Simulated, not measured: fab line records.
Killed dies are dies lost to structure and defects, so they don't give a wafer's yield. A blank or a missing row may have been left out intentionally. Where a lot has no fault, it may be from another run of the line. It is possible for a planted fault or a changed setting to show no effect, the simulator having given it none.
Code-filled problem report in 8D (eight disciplines) form | flow nand harc | the parts of the form that need people (team, actions taken, sign-off) are left out

== 1. THE ISSUE ==
At NHARC_A_WL_FILL_ETCHBACK_26, oes product au averages 0.909 a.u. over 7 wafers from 3 lots, while fault-free wafers read 0.996 a.u., standard deviation 0.014. Relative to the usual mean, that is a shift of -6.2 standard deviations.
The step: etches the open film in HBr, target depth 52 nm, time 13.3 s.
First seen on wafer L385.1, day 26 14:23, on rie si-04. Wafers with a number at this step in the record: 40, from 14 lots. By rule, "out" or "out of limits" means more than 4 standard deviations away from the usual mean. Any other wafer with a number is counted as sound.

== 2. WHAT IT IS, WHAT IT ISN'T ==
question                    | is                     | is not
which readings at this step | oes product au         | drypump motor current A
which lots                  | L383, L385, L386       | L370, L371, L372, L375, L376, L379, L380, L381, L384, L391, L392
which wafers of those lots  | all that have a number | -
read on which tools         | rie si-04              | rie si-01, rie si-03
when                        | from day 26 14:23      | up to then (24 sound wafers); but 9 sound wafers of L384, L391, L392 came after

== 3. THE SUSPECTS, EACH WITH WHAT RULES IT OUT ==
Counting: a tool at any process step up to the reading remains a suspect when it ran all the lots that are out and ran no sound lot after the first of those.
- rtp anneal-01 at NHARC_A_WL_FILL_RTA_01 (time 5 s): ruled out as a lasting fault. Sound lots L391, L392 ran on it after its first lot that is out, L385 (day 25 21:38).
- rie si-04 at NHARC_A_WL_FILL_ETCHBACK_26 (etches the open film in HBr, target depth 52 nm, time 13.3 s): kept. All lots that are out passed through it, beginning with L385 at day 26 14:23, and no sound lot followed; its final sound lot before that point was L380 at day 25 04:41. Its own oes product au readings are out on those wafers.
Remaining after the count: rie si-04 at NHARC_A_WL_FILL_ETCHBACK_26.

== 4. THE CAUSE (what the simulator had put in) ==
Drift in process parameters on rie si-04 at NHARC_A_WL_FILL_ETCHBACK_26, starting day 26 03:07. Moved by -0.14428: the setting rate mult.
After counting, this tool was the only one left.

== 5. THE EFFECT CHAIN, in route order ==
Rows list readings where the struck wafers' mean (over those with a number) sits beyond 3 standard deviations from the usual. Only readings whose record carries a usual standard deviation are examined. hours: median over the lots of the time between each lot's start at the first step of this table that gives one and its start at this step. sigmas: the change, counted in usual standard deviations.
hours | step                        | reading        | usual      | on struck wafers | change | sigmas
0     | NHARC_A_WL_FILL_ETCHBACK_26 | oes product au | 0.996 a.u. | 0.909            | -0.087 | -6.2
The process steps in it:
- NHARC_A_WL_FILL_ETCHBACK_26: etches the open film in HBr, target depth 52 nm, time 13.3 s.

== 6. WHAT WOULD HAVE CAUGHT IT SOONER ==
In this record the first reading out of limits was taken at day 26 14:23, 11 hours after the fault began at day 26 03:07.
